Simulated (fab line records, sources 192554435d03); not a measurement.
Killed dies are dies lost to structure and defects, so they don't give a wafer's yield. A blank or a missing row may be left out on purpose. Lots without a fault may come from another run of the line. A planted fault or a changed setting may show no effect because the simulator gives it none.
Chamber matching | flow n5_finfet | N5_BEOL_M0_DEP_125 on pecvd-04: 3 sister chambers
The step deposits SiCN from 3MS/NH3, target thk 8 nm, time 14 s. 16 wafers are shown with their chamber, then 8 later ones without.

WAFERS WITH THEIR CHAMBER
wafer  | chamber | showerhead_plenum_p_Torr (Torr) | throttle_valve_pct (%)
L076.1 | 0       | 3.631                           | 9.0
L076.2 | 2       | 3.660                           | 9.3
L076.3 | 1       | 3.646                           | 9.2
L076.4 | 2       | 3.673                           | 9.1
L076.5 | 0       | 3.632                           | 9.1
L076.6 | 1       | 3.651                           | 9.1
L081.4 | 2       | 3.661                           | 9.1
L081.5 | 0       | 3.635                           | 9.0
L081.6 | 1       | 3.648                           | 9.3
L089.2 | 0       | 3.637                           | 9.2
L089.4 | 2       | 3.667                           | 9.4
L089.5 | 0       | 3.630                           | 9.4
L090.1 | 0       | 3.624                           | 9.0
L090.2 | 1       | 3.643                           | 9.1
L090.3 | 2       | 3.657                           | 9.2
L090.4 | 1       | 3.644                           | 9.3

SIGNATURES (means of the wafers above)
reading                  | chamber 0 | chamber 1 | chamber 2 | scatter within a chamber
showerhead_plenum_p_Torr | 3.63150   | 3.64640   | 3.66360   | 0.00485
throttle_valve_pct       | 9.117     | 9.200     | 9.220     | 0.135
Rule: a wafer's distance from a chamber is the root of the sum, over the readings, of the square of ((its reading less the chamber's mean) divided by the reading's scatter). The wafer belongs to the nearest chamber; if the next one is less than 2 further off, it can't be placed. The scatter: the root of (the sum of the squares of (reading less its chamber's mean) over the shown wafers, divided by (wafers less chambers)).

WAFERS WITHOUT THEIR CHAMBER
wafer  | showerhead_plenum_p_Torr (Torr) | throttle_valve_pct (%)
L090.5 | 3.667                           | 9.5
L090.6 | 3.618                           | 9.0
L092.1 | 3.626                           | 9.4
L092.2 | 3.649                           | 9.5
L092.3 | 3.666                           | 9.1
L093.1 | 3.672                           | 9.1
L093.2 | 3.647                           | 9.2
L093.4 | 3.631                           | 9.1

WHICH CHAMBER EACH WENT THROUGH
wafer  | from the rows above     | in truth
L090.5 | 2                       | 2
L090.6 | 0                       | 0
L092.1 | 0                       | 0
L092.2 | can't be placed: 1 or 2 | 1
L092.3 | 2                       | 2
L093.1 | 2                       | 2
L093.2 | 1                       | 1
L093.4 | 0                       | 0
Placed correctly: 7 of 8. Can't be placed from these rows: 1 (the true chamber is among the candidates in 1). Placed wrongly: 0.
